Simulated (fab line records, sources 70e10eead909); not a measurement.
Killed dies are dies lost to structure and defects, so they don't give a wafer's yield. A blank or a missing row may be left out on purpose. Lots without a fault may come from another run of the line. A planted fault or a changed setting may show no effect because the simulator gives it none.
Chamber matching | flow nand_harc | NHARC_A_STAIRCASE_TRIM_12 on rie_diel-10: 4 sister chambers
The step chemistry O2, time 211.2 s. 16 wafers are shown with their chamber, then 8 later ones without.

WAFERS WITH THEIR CHAMBER
wafer  | chamber | drypump_motor_current_A (A) | showerhead_plenum_p_Torr (Torr) | throttle_valve_pct (%)
L074.1 | 1       | 5.0                         | 3.59                            | 17.050
L074.2 | 0       | 5.7                         | 3.46                            | 17.031
L074.5 | 3       | 6.2                         | 3.48                            | 17.048
L083.3 | 0       | 5.7                         | 3.44                            | 17.032
L083.4 | 2       | 5.8                         | 3.47                            | 17.034
L083.6 | 1       | 5.0                         | 3.57                            | 17.042
L088.3 | 0       | 5.8                         | 3.43                            | 17.038
L088.5 | 1       | 5.0                         | 3.56                            | 17.037
L088.6 | 0       | 5.7                         | 3.43                            | 17.030
L089.2 | 1       | 5.0                         | 3.56                            | 17.024
L089.5 | 2       | 5.8                         | 3.46                            | 17.034
L089.6 | 1       | 5.0                         | 3.56                            | 17.030
L090.1 | 0       | 5.8                         | 3.43                            | 17.031
L090.2 | 3       | 6.2                         | 3.45                            | 17.044
L090.4 | 1       | 5.1                         | 3.56                            | 17.043
L091.1 | 3       | 6.2                         | 3.45                            | 17.045

SIGNATURES (means of the wafers above)
reading                  | chamber 0 | chamber 1 | chamber 2 | chamber 3 | scatter within a chamber
drypump_motor_current_A  | 5.740     | 5.017     | 5.800     | 6.200     | 0.0412
showerhead_plenum_p_Torr | 3.4380    | 3.5667    | 3.4650    | 3.4600    | 0.0131
throttle_valve_pct       | 17.03240  | 17.03767  | 17.03400  | 17.04567  | 0.00642
Rule: a wafer's distance from a chamber is the root of the sum, over the readings, of the square of ((its reading less the chamber's mean) divided by the reading's scatter). The wafer belongs to the nearest chamber; if the next one is less than 2 further off, it can't be placed. The scatter: the root of (the sum of the squares of (reading less its chamber's mean) over the shown wafers, divided by (wafers less chambers)).

WAFERS WITHOUT THEIR CHAMBER
wafer  | drypump_motor_current_A (A) | showerhead_plenum_p_Torr (Torr) | throttle_valve_pct (%)
L091.3 | 5.8                         | 3.46                            | 17.031
L091.4 | 5.8                         | 3.43                            | 17.040
L094.3 | 5.8                         | 3.42                            | 17.052
L094.4 | 6.2                         | 3.44                            | 17.026
L094.6 | 5.8                         | 3.45                            | 17.046
L095.1 | 5.8                         | 3.42                            | 17.041
L095.2 | 6.2                         | 3.44                            | 17.043
L095.4 | 5.1                         | 3.55                            | 17.039

WHICH CHAMBER EACH WENT THROUGH
wafer  | from the rows above     | in truth
L091.3 | can't be placed: 2 or 0 | 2
L091.4 | can't be placed: 0 or 2 | 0
L094.3 | can't be placed: 0 or 2 | 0
L094.4 | 3                       | 3
L094.6 | can't be placed: 2 or 0 | 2
L095.1 | can't be placed: 0 or 2 | 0
L095.2 | 3                       | 3
L095.4 | 1                       | 1
Placed correctly: 3 of 8. Can't be placed from these rows: 5 (the true chamber is among the candidates in 5). Placed wrongly: 0.
